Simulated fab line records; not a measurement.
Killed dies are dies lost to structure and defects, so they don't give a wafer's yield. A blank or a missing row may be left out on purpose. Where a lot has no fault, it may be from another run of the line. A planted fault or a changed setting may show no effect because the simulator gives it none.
Split-lot experiment ; flow n5Finfet ; on a route of 1938 steps: 7 lots, 39 wafers read

== ON THE SPLIT ==
At N5_DUMMY_GATE_ETCH_42 (etches SiO2 in CHF3/O2, target depth 3.5 nm, time 31 s), the setting biasW was moved away from the recipe's 12 W on 12 of the 39 wafers read, by -17.2% to +16.8%. All remaining wafers had this setting at the recipe value.

The split's own step is where the reading is taken.

== THE READING ==
rfVppV, in V, at N5_DUMMY_GATE_ETCH_42 (etches SiO2 in CHF3/O2, target depth 3.5 nm, time 31 s). Fault-free wafers of this fab line usually give 43.0 V, standard deviation 1.2 V.

wafer;tool, chamber at the split;biasW as run, W;against the recipe;rfVppV, V;against lot-mates on the recipe
L077.1;rieDiel-06, 1;9.936;-17.2%;38.7;-4.7
L077.2;rieDiel-06, 2;12;recipe;42.7;-
L077.3;rieDiel-06, 0;12;recipe;43.7;-
L077.4;rieDiel-06, 1;9.936;-17.2%;37.9;-5.5
L077.5;rieDiel-06, 2;12;recipe;43.7;-
L077.6;rieDiel-06, 0;9.936;-17.2%;38.0;-5.4
L078.1;rieDiel-06, 2;12;recipe;44.4;-
L078.2;rieDiel-06, 0;12;recipe;43.4;-
L078.3;rieDiel-06, 1;12;recipe;43.6;-
L078.4;rieDiel-06, 1;12;recipe;43.6;-
L078.5;rieDiel-06, 0;12;recipe;43.4;-
L078.6;rieDiel-06, 2;12;recipe;43.9;-
L083.1;rieDiel-01, 3;12;recipe;41.9;-
L083.4;rieDiel-01, 0;12;recipe;41.7;-
L083.5;rieDiel-01, 0;12;recipe;42.3;-
L084.1;rieDiel-02, 3;12;recipe;41.2;-
L084.2;rieDiel-02, 1;12;recipe;42.8;-
L084.3;rieDiel-02, 2;12;recipe;42.2;-
L084.4;rieDiel-02, 0;12;recipe;43.2;-
L084.5;rieDiel-02, 1;12;recipe;41.9;-
L084.6;rieDiel-02, 0;12;recipe;43.4;-
L086.1;rieDiel-06, 3;14.02;+16.8%;45.4;+1.1
L086.2;rieDiel-06, 0;14.02;+16.8%;48.5;+4.2
L086.3;rieDiel-06, 1;12;recipe;45.2;-
L086.4;rieDiel-06, 2;12;recipe;43.7;-
L086.5;rieDiel-06, 0;14.02;+16.8%;49.0;+4.7
L086.6;rieDiel-06, 1;12;recipe;44.0;-
L087.1;rieDiel-02, 2;12;recipe;42.2;-
L087.2;rieDiel-02, 3;12;recipe;42.4;-
L087.3;rieDiel-02, 0;12;recipe;44.0;-
L087.4;rieDiel-02, 1;11.07;-7.8%;40.4;-2.5
L087.5;rieDiel-02, 1;11.07;-7.8%;41.3;-1.6
L087.6;rieDiel-02, 0;11.07;-7.8%;40.6;-2.3
L092.1;rieDiel-06, 2;12;recipe;43.8;-
L092.2;rieDiel-06, 0;12;recipe;43.7;-
L092.3;rieDiel-06, 1;12;recipe;44.1;-
L092.4;rieDiel-06, 2;11.02;-8.2%;40.0;-3.9
L092.5;rieDiel-06, 1;11.02;-8.2%;41.2;-2.7
L092.6;rieDiel-06, 0;11.02;-8.2%;39.4;-4.5

THE FIT
A straight line over all 39 wafers: rfVppV changes by +0.286 V for each +1% of biasW; r = +0.91; the points scatter about the line by 0.97 V.
The same after taking each lot's own level away (the mean of its wafers on the recipe; 39 wafers): +0.265 V for each +1%; r = +0.92; scatter 0.87 V.
The reading moves by 4.6 V for the largest change in biasW, on that fit.
Across the lots, their own levels run from 41.97 to 44.30 V, a range of 1.9 times the standard deviation given above.
Consequently the slope shifts little with the lot-to-lot level, the two slopes agreeing.
Check: with one of the wafers moved furthest among these (-17.2%) left out of the fit, the line predicts -4.84 V for it against its lot-mates. It came out at -4.67 V against them.
Tool readings at the split's step, against how far the setting was moved: rfVppV r = +0.91.

== ADDITIONAL SPLITS CARRIED BY THESE WAFERS ==
Other splits were also applied to these wafers ahead of the reading. Each is held against what the fit with the lots' levels taken away leaves over:
other split on the same wafers;wafers away from the commonest value;r with rfVppV (lot level and that fit taken away)
N5_PMOS_HMC_CHANNEL_EPI_EPI_20 pressureTorr;12;+0.19
N5_FIN_SAQP_HM_DEP_72 targetThkA;12;+0.11

== THE FILE'S OWN FIT ==
rfVppV changes by +0.272 V for each +1% of biasW, r = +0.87.
